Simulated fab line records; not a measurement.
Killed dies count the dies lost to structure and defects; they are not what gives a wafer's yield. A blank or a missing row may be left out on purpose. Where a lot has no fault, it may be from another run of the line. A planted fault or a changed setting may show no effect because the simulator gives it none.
Comparing a struck lot with a sound one | flow n5Finfet | 19 steps out of a route of 1938
Sound: these wafers, L566.2, L566.3, L566.5. Wafers struck: L576.2, L576.4, L576.6. The cause comes at the end.
Each step with rows lists, per side, the tool, then ch with its chambers, then its first start. Under that, the readings that differ: sound wafers | struck wafers | difference of the means | sigmas: that difference in standard deviations of wafers without a fault.
alike: readings with means less than 2 such deviations apart, plus words and numbers identical on both sides. not compared: withheld readings, readings lacking a value on some wafer, bounds such as >300 that could conceal the same value, and numbers that have no deviation in the record and whose values overlap.
A row with sigmas, a row that says differs or no value, or rows on one side alone: a step with any of these is where the two part. Numbers that don't overlap but have no deviation are shown without sigmas and don't part them. A reading that every wafer of one side lacks parts them only if that side has two wafers or more.

first, 1 step without rows for these wafers: N5_MIM_TOP_LITHO_HARDBAKE_09 (time 120 s).
N5_MIM_TOP_LITHO_CD_MEAS_08: the cd target is 2000 nm.
  sound on cdSem-03 ch 0, day 11 18:33; struck on cdSem-02 ch 0, day 14 19:36
  alike: cdNm
N5_MIM_TOP_LITHO_OVL_MEAS_11:
  sound on overlay-01 ch 0, day 11 18:35; struck on overlay-01 ch 0, day 14 19:37
  alike: MIM_TOP_OVL
N5_MIM_TOP_LITHO_INSPECT_12: inspects for defects (macro).
  sound: defectInspect-02 at day 11 18:36; struck: defectInspect-02 at day 14 19:39
  alike: rawDefectCount
N5_MIM_TOP_LITHO_DESCUM_10: chemistry O2, time 7.9 s.
  sound on rieDiel-01 ch 0,1,3, day 11 18:38; struck on rieDiel-03 ch 0,1,3, day 14 19:43
  alike: drypumpMotorCurrentA, oesProductAu, rfVppV, showerheadPlenumPTorr, throttleValvePct
  not compared: rfHoursCounterH
N5_MIM_TOP_ETCH_ETCH_00: etches TiN in Cl2/BCl3, target depth 38.5 nm.
  sound on rieMetal-01 ch 0,1, day 11 18:43; struck on rieMetal-01 ch 0, day 14 19:47
  alike: drypumpMotorCurrentA, oesProductAu, throttleValvePct
  not compared: rfHoursCounterH
N5_MIM_TOP_ETCH_STRIP_01: strips in O2.
  sound on rieDiel-05 ch 0,1,2, day 11 18:52; struck on rieDiel-04 ch 0,2, day 14 20:01
  alike: drypumpMotorCurrentA, oesProductAu, rfVppV, showerheadPlenumPTorr, throttleValvePct
  not compared: rfHoursCounterH
N5_MIM_TOP_ETCH_PECVD_03: deposits SiNx from SiH4/NH3/N2, target thk 20 nm, time 17.6 s.
  sound on pecvd-03 ch 0,1, day 11 18:55; struck on pecvd-03 ch 1,2, day 14 20:04
reading              | sound          | struck         | difference | sigmas
throttleValvePct (%) | 38.5 41.6 41.5 | 38.7 35.4 35.5 | -4.0       | -2
  alike: heaterPowerW, showerheadPlenumPTorr, showerheadVppV
then, 4 steps without rows for these wafers: N5_MIM_BOT_LITHO_HMDS_01 (time 60 s); N5_MIM_BOT_LITHO_COAT_02; N5_MIM_BOT_LITHO_EBR_04; N5_MIM_BOT_LITHO_SOFTBAKE_03 (time 90 s).
N5_MIM_BOT_LITHO_EXPOSE_05: exposes mask MIM BOT.
  sound on krfScanner-01 ch 0, day 11 19:14; struck on krfScanner-02 ch 0, day 14 20:24
reading                             | sound          | struck      | difference | sigmas
model.MIM_BOT_LITHO.overlayXNm (nm) | -0.8 -0.8 -0.8 | 625 625 625 | +626       | 
  alike: mask, stageVelMmS
then, 3 steps without rows for these wafers: N5_MIM_BOT_LITHO_PEB_06; N5_MIM_BOT_LITHO_DEVELOP_07 (develop time 60 s); N5_MIM_BOT_LITHO_HARDBAKE_09 (time 120 s).
N5_MIM_BOT_LITHO_CD_MEAS_08: the cd target is 3000 nm.
  sound on cdSem-02 ch 0, day 11 19:25; struck on cdSem-02 ch 0, day 14 20:35
  alike: cdNm
N5_MIM_BOT_LITHO_OVL_MEAS_11:
  sound on overlay-02 ch 0, day 11 19:26; struck on overlay-01 ch 0, day 14 20:37
reading          | sound    | struck      | difference | sigmas
MIM_BOT_OVL (nm) | -5 -8 -1 | 620 618 613 | +622       | +99 or more
N5_MIM_BOT_LITHO_INSPECT_12: inspects for defects (macro).
  sound: defectInspect-02 at day 11 19:28; struck: defectInspect-02 at day 14 20:38
  alike: rawDefectCount

## WHERE THEY PART
Earliest at N5_MIM_TOP_ETCH_PECVD_03; latest, in this record, at N5_MIM_BOT_LITHO_OVL_MEAS_11. Later steps at which nothing parts them and some readings are alike: N5_MIM_BOT_LITHO_INSPECT_12.

WHY: what the simulator had put in
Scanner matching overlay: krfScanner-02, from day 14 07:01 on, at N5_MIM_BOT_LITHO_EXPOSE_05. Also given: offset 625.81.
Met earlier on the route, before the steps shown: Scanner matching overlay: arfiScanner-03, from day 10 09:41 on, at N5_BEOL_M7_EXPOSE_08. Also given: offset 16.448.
